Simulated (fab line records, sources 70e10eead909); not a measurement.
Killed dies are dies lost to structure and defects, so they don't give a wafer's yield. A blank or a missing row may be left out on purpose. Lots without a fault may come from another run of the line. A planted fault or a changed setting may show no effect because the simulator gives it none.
Chamber matching | flow nand_harc | NHARC_A_STAIRCASE_DESCUM_186 on rie_diel-13: 4 sister chambers
The step chemistry O2, time 3 s. 20 wafers are shown with their chamber, then 10 later ones without.

WAFERS WITH THEIR CHAMBER
wafer  | chamber | drypump_motor_current_A (A) | showerhead_plenum_p_Torr (Torr) | oes_product_au (a.u.)
L078.2 | 3       | 5.8                         | 1.88                            | 1.040
L078.3 | 0       | 4.7                         | 1.98                            | 1.022
L078.6 | 1       | 6.2                         | 1.83                            | 1.003
L079.2 | 2       | 5.7                         | 1.77                            | 0.990
L079.3 | 1       | 6.2                         | 1.83                            | 0.998
L079.6 | 2       | 5.7                         | 1.77                            | 0.989
L079.1 | 0       | 4.7                         | 1.98                            | 1.020
L079.4 | 3       | 5.9                         | 1.88                            | 1.039
L079.5 | 3       | 5.9                         | 1.88                            | 1.034
L080.4 | 1       | 6.2                         | 1.83                            | 1.016
L080.5 | 2       | 5.7                         | 1.77                            | 0.993
L080.6 | 1       | 6.2                         | 1.83                            | 1.003
L080.1 | 0       | 4.7                         | 1.98                            | 1.020
L080.2 | 3       | 5.9                         | 1.88                            | 1.044
L080.3 | 2       | 5.7                         | 1.77                            | 1.005
L084.1 | 3       | 5.8                         | 1.87                            | 1.029
L084.2 | 2       | 5.7                         | 1.77                            | 0.993
L084.6 | 1       | 6.2                         | 1.82                            | 1.003
L085.1 | 2       | 5.7                         | 1.77                            | 1.003
L085.2 | 0       | 4.7                         | 1.98                            | 1.026

SIGNATURES (means of the wafers above)
reading                  | chamber 0 | chamber 1 | chamber 2 | chamber 3 | scatter within a chamber
drypump_motor_current_A  | 4.700     | 6.200     | 5.700     | 5.860     | 0.0274
showerhead_plenum_p_Torr | 1.9800    | 1.8280    | 1.7700    | 1.8780    | 0.00316
oes_product_au           | 1.02200   | 1.00460   | 0.99550   | 1.03720   | 0.00598
Rule: a wafer's distance from a chamber is the root of the sum, over the readings, of the square of ((its reading less the chamber's mean) divided by the reading's scatter). The wafer belongs to the nearest chamber; if the next one is less than 2 further off, it can't be placed. The scatter: the root of (the sum of the squares of (reading less its chamber's mean) over the shown wafers, divided by (wafers less chambers)).

WAFERS WITHOUT THEIR CHAMBER
wafer  | drypump_motor_current_A (A) | showerhead_plenum_p_Torr (Torr) | oes_product_au (a.u.)
L085.6 | 5.7                         | 1.77                            | 1.000
L087.3 | 5.9                         | 1.87                            | 1.034
L087.4 | 6.2                         | 1.82                            | 1.004
L087.5 | 4.7                         | 1.97                            | 1.022
L094.4 | 5.7                         | 2.07                            | 0.991
L094.5 | 5.9                         | 1.87                            | 1.014
L094.6 | 5.7                         | 2.07                            | 0.991
L096.4 | 6.2                         | 1.81                            | 1.009
L096.5 | 4.7                         | 1.96                            | 1.017
L096.6 | 6.2                         | 1.81                            | 1.004

WHICH CHAMBER EACH WENT THROUGH
wafer  | from the rows above | in truth
L085.6 | 2                   | 2
L087.3 | 3                   | 3
L087.4 | 1                   | 1
L087.5 | 0                   | 0
L094.4 | 0                   | 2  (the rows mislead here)
L094.5 | 3                   | 3
L094.6 | 0                   | 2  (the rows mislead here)
L096.4 | 1                   | 1
L096.5 | 0                   | 0
L096.6 | 1                   | 1
Placed correctly: 8 of 10. Can't be placed from these rows: 0. Placed wrongly: 2.
